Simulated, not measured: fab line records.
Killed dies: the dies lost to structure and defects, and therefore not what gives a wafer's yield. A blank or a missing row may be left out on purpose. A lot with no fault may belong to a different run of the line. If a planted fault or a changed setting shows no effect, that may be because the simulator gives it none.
Which tool is to blame? + flow n5 finfet + 8 lots with 24 wafers sampled at 2 steps, on a route of 1938 steps

## WHAT THE GAUGES SHOWED, per wafer
N5_DUMMY_GATE_INSPECT_17: inspects for defects (brightfield).
| lot  | measured    | on                | raw defect count |
|------|-------------|-------------------|------------------|
| L451 | day 3 18:19 | defect inspect-01 | 354 229 237      |
| L452 | day 3 22:27 | defect inspect-02 | 201 210 287      |
| L455 | day 4 16:58 | defect inspect-01 | 221 175 193      |
| L457 | day 5 05:22 | defect inspect-01 | 255 216 345      |
| L458 | day 5 13:08 | defect inspect-02 | 186 180 197      |
| L461 | day 6 05:51 | defect inspect-02 | 150 202 192      |
| L463 | day 6 15:57 | defect inspect-01 | 205 702 751      |
| L471 | day 8 16:51 | defect inspect-02 | 205 219 273      |

## TOOL THAT RAN EACH LOT (tool first, then ch and the chambers of the sampled wafers, then the start)
| lot  | N5_DUMMY_GATE_PECVD_30         |
|------|--------------------------------|
| L451 | pecvd-04 ch 0,1,2, day 3 17:47 |
| L452 | pecvd-02 ch 0,2, day 3 21:53   |
| L455 | pecvd-04 ch 0,2, day 4 16:32   |
| L457 | pecvd-03 ch 0,1,2, day 5 04:49 |
| L458 | pecvd-02 ch 0,1,2, day 5 12:43 |
| L461 | pecvd-03 ch 0,1,2, day 6 05:26 |
| L463 | pecvd-02 ch 1,2, day 6 15:32   |
| L471 | pecvd-04 ch 0,1, day 8 16:26   |
- N5_DUMMY_GATE_PECVD_30: deposits SiO2 from TEOS/O2, target thk 55 nm, time 10.8 s.

## THE ANSWER, worked out from the rows above alone
Rule: usual is defined by the lots themselves. The widest of any qualifying gaps counts: lots, ordered by their means at a reading, are off when they make up no more than a third of the lots, leave a main group of 4 or more, and stand apart from it by 3 or more times the standard deviation of that group's means. If all means in a main group match to the digits the tables above print for the reading, that group is not used. A lot without any number at a reading at which 4 lots or more have one is off too. All remaining lots with rows at the step are treated as sound.
Off, at N5_DUMMY_GATE_INSPECT_17 on raw defect count: L463. For the main group the mean is 225 and the standard deviation 35.
A tool fits if, at a process step before that reading, it ran every lot that is off, and no sound lot after the first of them. The gauges at N5_DUMMY_GATE_INSPECT_17 are tried like those tools. 2 tools fit, pecvd-02 at N5_DUMMY_GATE_PECVD_30 and defect inspect-01 at N5_DUMMY_GATE_INSPECT_17, so this cannot tell which one it is.

## WHAT THE SIMULATOR PUT IN
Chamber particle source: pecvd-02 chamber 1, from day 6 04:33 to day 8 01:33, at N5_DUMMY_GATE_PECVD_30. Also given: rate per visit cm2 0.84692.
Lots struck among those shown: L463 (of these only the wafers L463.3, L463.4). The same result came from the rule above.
